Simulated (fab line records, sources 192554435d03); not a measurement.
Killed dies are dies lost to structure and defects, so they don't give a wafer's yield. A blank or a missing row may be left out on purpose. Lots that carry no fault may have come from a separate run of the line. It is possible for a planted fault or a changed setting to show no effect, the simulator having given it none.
fab line records -- flow n5_finfet -- part 2 of 2: steps 16 to 26 of 26
record: lots: 5, wafers: 15, last_day: 16
route steps=1938 shown MOL_CONTACT_COAG@606 BEOL_M0_SAQP@632
lots that met no fault: from a run of the same line without faults
start_h: hours from the record's first day to the start of the lot's first wafer shown -- wait_h: hours from the lot's prior step to this one -- " as in the row above -- L1.1+2: one row covering several wafers at once -- - no value, or no start was given -- * or withheld: withheld -- < > ~ a bound
route shown NAME@n: a module of which the file shows steps, and the number in the route of the first -- usual: average and standard deviation across the fault-free wafers -- same: alike in all rows -- chamber/n: place in a boat -- sites: per-site readings -- _std_site: their standard deviation -- _edge_site: outer sites' mean less inner sites' -- radius_mm: how far each site lies from the wafer's centre -- mask NAME#n: copy n -- behind: the most recent tool/chamber to have shaped the wafer -- hold: the reason the lot was held/the length of the hold in hours/how it ended -- device: the transistor (n, p or np) that didn't switch -- end of line: tests run on the same wafers once the route is complete -- step lacking rows: just its recipe -- killed: dies that structure and defects cost at the first sort, which is not the same as the wafer's yield -- map: per-die view of a wafer (x killed, . not killed, _ where there is no die)
set.NAME: the setting that was run; set.NAME@STEP: the one run at that earlier step -- model.NAME: the simulator's own value behind a step, which no gauge read
lots at selected steps of the route; one table per step, one row per wafer
services: the hour from which a tool's chamber was out of use, counted from the record's first day as start_h (under 0 if before that day), plus the number of hours and why
== steps ==
step: N5_MOL_CONTACT_COAG_SRD_139
recipe: dry: ipa_marangoni, time_s: 30, temp_c: 23, rinse_liquid: diw
lot.wafer,tool,chamber,start_h,wait_h
L074.3+4+5,wet_bench-01,"6,0,7",102.18,0.0
L077.1+3+4,wet_bench-03,"7,2,6",121.36,0.0
L083.1+3+4,wet_bench-05,"0,1,4",158.32,0.0
L088.1+4+6,wet_bench-01,"7,3,4",192.12,0.0
L091.1+3+6,wet_bench-05,"0,3,6",200.99,0.0
step: N5_MOL_CONTACT_COAG_CD_MEAS_101
recipe: target_cd_nm: 16
usual: cd_nm: 16.0/0.32
lot.wafer,tool,chamber,start_h,wait_h,cd_nm
L074.3,cd_sem-01,-,102.22,0.0,15.8
L074.4,cd_sem-01,-,102.22,0.0,15.9
L074.5,cd_sem-01,-,102.22,0.0,16.4
L077.1,cd_sem-02,-,121.40,0.0,16.2
L077.3,cd_sem-02,-,121.40,0.0,15.9
L077.4,cd_sem-02,-,121.40,0.0,15.8
L083.1,cd_sem-02,-,158.36,0.0,15.7
L083.3,cd_sem-02,-,158.36,0.0,16.1
L083.4,cd_sem-02,-,158.36,0.0,15.5
L088.1,cd_sem-02,-,192.16,0.0,15.9
L088.4,cd_sem-02,-,192.16,0.0,15.6
L088.6,cd_sem-02,-,192.16,0.0,16.1
L091.1,cd_sem-01,-,201.03,0.0,16.1
L091.3,cd_sem-01,-,201.03,0.0,16.0
L091.6,cd_sem-01,-,201.03,0.0,15.7
step: N5_MOL_CONTACT_COAG_PRE_CLEAN_121
recipe: gas: H2/He, time_s: *, temp_c: withheld
lot.wafer,tool,chamber,start_h,wait_h
L074.3+4+5,cvd_w-02,0,102.32,0.1
L077.1+3+4,cvd_w-01,"0,0,1",121.45,0.0
L083.1+3+4,cvd_w-01,"1,1,0",158.41,0.0
L088.1+4+6,cvd_w-01,0,192.21,0.0
L091.1+3+6,cvd_w-01,"1,0,0",201.08,0.0
step: N5_MOL_CONTACT_COAG_CVD_140
recipe: material: W, target_thk_a: 665, mode: selective_fill, temp_c: 300, time_s: 215
usual: heater_power_outer_w: 266/20, heater_power_w: 479/28, susceptor_temp_C: 300.03/0.2
lot.wafer,tool,chamber,start_h,wait_h,heater_power_outer_w,heater_power_w,susceptor_temp_C
L074.3,cvd_w-02,0,102.60,0.2,297,507,300.28
L074.4,cvd_w-02,0,102.60,0.2,295,529,300.18
L074.5,cvd_w-02,0,102.60,0.2,293,520,300.03
L077.1,cvd_w-01,0,121.54,0.1,248,469,300.29
L077.3,cvd_w-01,0,121.54,0.1,252,460,300.30
L077.4,cvd_w-01,1,121.54,0.1,250,472,299.90
L083.1,cvd_w-01,1,158.50,0.1,267,458,300.15
L083.3,cvd_w-01,1,158.50,0.1,260,471,300.21
L083.4,cvd_w-01,0,158.50,0.1,257,468,300.01
L088.1,cvd_w-01,0,192.30,0.1,257,475,300.08
L088.4,cvd_w-01,0,192.30,0.1,250,475,299.95
L088.6,cvd_w-01,0,192.30,0.1,260,471,299.96
L091.1,cvd_w-01,1,201.17,0.1,262,467,300.11
L091.3,cvd_w-01,0,201.17,0.1,255,458,299.94
L091.6,cvd_w-01,0,201.17,0.1,249,474,300.16
step: N5_MOL_CONTACT_COAG_PRECLEAN_127
recipe: chemistry: DIW, time_s: 57.5, temp_c: 23
lot.wafer,tool,chamber,start_h,wait_h
L074.3+4+5,wet_bench-03,"1,2,0",102.95,0.3
L077.1+3+4,wet_bench-05,"3,6,4",121.81,0.2
L083.1+3+4,wet_bench-01,"4,6,2",158.77,0.2
L088.1+4+6,wet_bench-05,"1,4,0",192.57,0.2
L091.1+3+6,wet_bench-03,"6,7,4",201.44,0.2
step: N5_MOL_CONTACT_COAG_SRD_128
recipe: dry_time_s: 32, dry: n2_spin, spin_rpm: 1500
lot.wafer,tool,chamber,start_h,wait_h
L074.3+4+5,wet_bench-03,"1,2,0",102.97,0.0
L077.1+3+4,wet_bench-05,"3,6,4",121.83,0.0
L083.1+3+4,wet_bench-01,"4,6,2",158.79,0.0
L088.1+4+6,wet_bench-05,"1,4,0",192.58,0.0
L091.1+3+6,wet_bench-03,"6,7,4",201.45,0.0
step: N5_MOL_CONTACT_COAG_CMP_52
recipe: stop_on: SiO2, t_overpolish_s: 1.5, post_cmp_clean: w_dilute_nh4oh, down_force_psi: 4, platen_rpm: 50.289, pad_velocity_m_s: 1.0006, target_thk_nm: 66.5
usual: motor_current_A: 12.2/1.3, overpolish_run_s: 1.500/0.0091, time_to_endpoint_s: 13.1/1.6
same: t_overpolish_s: 1.5
lot.wafer,tool,chamber,start_h,wait_h,motor_current_A,overpolish_run_s,time_to_endpoint_s
L074.4,cmp-03,2,103.04,0.1,12.4,1.492,10.5
L074.3,cmp-03,3,103.04,0.1,13.7,1.507,14.1
L074.5,cmp-03,1,103.04,0.1,10.5,1.514,12.1
L077.3,cmp-01,3,121.86,0.0,12.8,1.495,12.3
L077.4,cmp-01,1,121.86,0.0,12.9,1.496,11.7
L077.1,cmp-01,2,121.86,0.0,14.1,1.488,11.2
L083.4,cmp-02,3,158.82,0.0,10.4,1.512,13.8
L083.3,cmp-02,0,158.82,0.0,11.3,1.519,13.3
L083.1,cmp-02,2,158.82,0.0,11.1,1.516,14.9
L088.4,cmp-03,0,192.65,0.1,12.3,1.499,15.6
L088.1,cmp-03,1,192.65,0.1,10.4,1.492,12.1
L088.6,cmp-03,0,192.65,0.1,11.9,1.502,14.7
L091.1,cmp-03,1,201.52,0.1,10.5,1.489,12.4
L091.3,cmp-03,3,201.52,0.1,12.7,1.500,13.8
L091.6,cmp-03,1,201.52,0.1,10.3,1.513,11.2
step: N5_MOL_CONTACT_COAG_THK_MEAS_53
recipe: reads: SiO2_of_MOL_CONTACT_COAG_PECVD_31
usual: VIA_MOL_THK: 43.9/0.59
lot.wafer,tool,chamber,start_h,wait_h,VIA_MOL_THK[nm]
L074.3,film_metro-01,-,103.30,-,43.3
L074.4,film_metro-01,-,103.30,-,43.5
L074.5,film_metro-01,-,103.30,-,44.3
L077.1,film_metro-02,-,122.15,-,43.6
L077.3,film_metro-02,-,122.15,-,44.5
L077.4,film_metro-02,-,122.15,-,44.6
L083.1,film_metro-02,-,159.12,-,43.4
L083.3,film_metro-02,-,159.12,-,43.0
L083.4,film_metro-02,-,159.12,-,44.2
L088.1,film_metro-02,-,192.91,-,43.2
L088.4,film_metro-02,-,192.91,-,44.8
L088.6,film_metro-02,-,192.91,-,43.8
L091.1,film_metro-01,-,201.78,-,42.9
L091.3,film_metro-01,-,201.78,-,43.2
L091.6,film_metro-01,-,201.78,-,43.7
step: N5_MOL_CONTACT_COAG_ANNEAL_112
recipe: temp_c: 400, time_s: 1800, ambient: HPD2, pressure_atm: 10
usual: wafer_temp_C_max: 401.7/0.35
lot.wafer,tool,chamber,start_h,wait_h,wafer_temp_C_max
L074.3,hp_anneal-01,0,103.32,0.0,401.0
L074.4,hp_anneal-01,0,103.32,0.0,401.4
L074.5,hp_anneal-01,0,103.32,0.0,401.4
L077.1,hp_anneal-01,0,122.18,0.0,401.8
L077.3,hp_anneal-01,0,122.18,0.0,401.9
L077.4,hp_anneal-01,0,122.18,0.0,402.5
L083.1,hp_anneal-01,0,160.81,1.7,401.6
L083.3,hp_anneal-01,0,160.81,1.7,401.7
L083.4,hp_anneal-01,0,160.81,1.7,401.4
L088.1,hp_anneal-01,0,192.94,0.0,401.8
L088.4,hp_anneal-01,0,192.94,0.0,402.2
L088.6,hp_anneal-01,0,192.94,0.0,402.3
L091.1,hp_anneal-01,0,201.94,0.2,401.8
L091.3,hp_anneal-01,0,201.94,0.2,401.6
L091.6,hp_anneal-01,0,201.94,0.2,402.2
step: N5_MOL_CONTACT_COAG_INSPECT_97
recipe: inspect_instrument: darkfield, mode: post_anneal
usual: raw_defect_count: 40/15
lot.wafer,tool,chamber,start_h,wait_h,raw_defect_count
L074.3,defect_inspect-01,-,106.40,0.1,27
L074.4,defect_inspect-01,-,106.40,0.1,108
L074.5,defect_inspect-01,-,106.40,0.1,29
L077.1,defect_inspect-01,-,125.20,0.0,23
L077.3,defect_inspect-01,-,125.20,0.0,26
L077.4,defect_inspect-01,-,125.20,0.0,45
L083.1,defect_inspect-01,-,163.83,0.0,72
L083.3,defect_inspect-01,-,163.83,0.0,72
L083.4,defect_inspect-01,-,163.83,0.0,24
L088.1,defect_inspect-02,-,195.97,0.0,62
L088.4,defect_inspect-02,-,195.97,0.0,23
L088.6,defect_inspect-02,-,195.97,0.0,48
L091.1,defect_inspect-01,-,204.96,0.0,59
L091.3,defect_inspect-01,-,204.96,0.0,38
L091.6,defect_inspect-01,-,204.96,0.0,47
step: N5_BEOL_M0_SAQP_PECVD_00
recipe: material: SiCN, target_thk_a: 80, temp_c: withheld, precursor: 3MS/NH3, pressure_torr: 3, rf_w: 202, time_s: 14
usual: chamber_pressure_Torr: 3.000/0.0071, showerhead_plenum_p_Torr: 3.666/0.013, throttle_valve_pct: 9.4/0.45
lot.wafer,tool,chamber,start_h,wait_h,chamber_pressure_Torr,showerhead_plenum_p_Torr,throttle_valve_pct
L074.3,pecvd-01,2,106.69,0.1,3.004,3.676,10.2
L074.4,pecvd-01,1,106.69,0.1,3.006,3.656,9.5
L074.5,pecvd-01,2,106.69,0.1,2.996,3.671,10.0
L077.1,pecvd-01,0,125.53,0.2,2.993,3.655,9.7
L077.3,pecvd-01,1,125.53,0.2,3.004,3.658,9.2
L077.4,pecvd-01,0,125.53,0.2,2.988,3.659,9.5
L083.1,pecvd-04,2,164.17,0.2,2.992,3.683,8.6
L083.3,pecvd-04,0,164.17,0.2,3.005,3.667,9.3
L083.4,pecvd-04,0,164.17,0.2,3.008,3.680,9.2
L088.1,pecvd-03,2,196.31,0.2,3.005,3.654,9.0
L088.4,pecvd-03,2,196.31,0.2,3.002,3.653,8.9
L088.6,pecvd-03,0,196.31,0.2,2.996,3.665,9.0
L091.1,pecvd-01,1,205.29,0.2,3.007,3.662,9.5
L091.3,pecvd-01,1,205.29,0.2,3.002,3.656,9.4
L091.6,pecvd-01,0,205.29,0.2,3.007,3.654,9.9
== services ==
tool,chamber,start_h,hours,kind
pecvd-03,-,84.18,0.7,repair
rie_diel-02,2,90.82,4.3,repair
cvd_w-02,1,101.90,5.3,repair
cmp-01,-,103.32,4.2,pm
pecvd-04,-,110.67,40.2,repair
plasma_asher-02,-,112.53,15.6,pm
pecvd-03,-,113.55,1.0,repair
rie_diel-05,3,117.14,1.4,repair
pecvd-03,1,117.22,11.6,repair
cvd_w-01,-,121.78,6.9,pm
cmp-03,-,124.34,7.2,pm
wet_bench-03,-,127.29,1.1,repair
cmp-02,-,134.51,5.8,pm
pecvd-01,-,137.43,2.8,pm
cmp-01,-,138.85,1.5,repair
wet_bench-05,-,148.14,1.9,pm
wet_bench-01,-,148.17,3.1,repair
rie_diel-05,0,158.30,8.1,repair
wet_bench-05,-,165.64,5.0,repair
cvd_w-02,1,170.23,3.8,repair
cvd_w-02,-,171.15,2.8,pm
rie_diel-02,2,180.54,3.9,repair
rie_diel-05,3,185.11,4.9,repair
cvd_w-02,1,188.19,2.2,repair
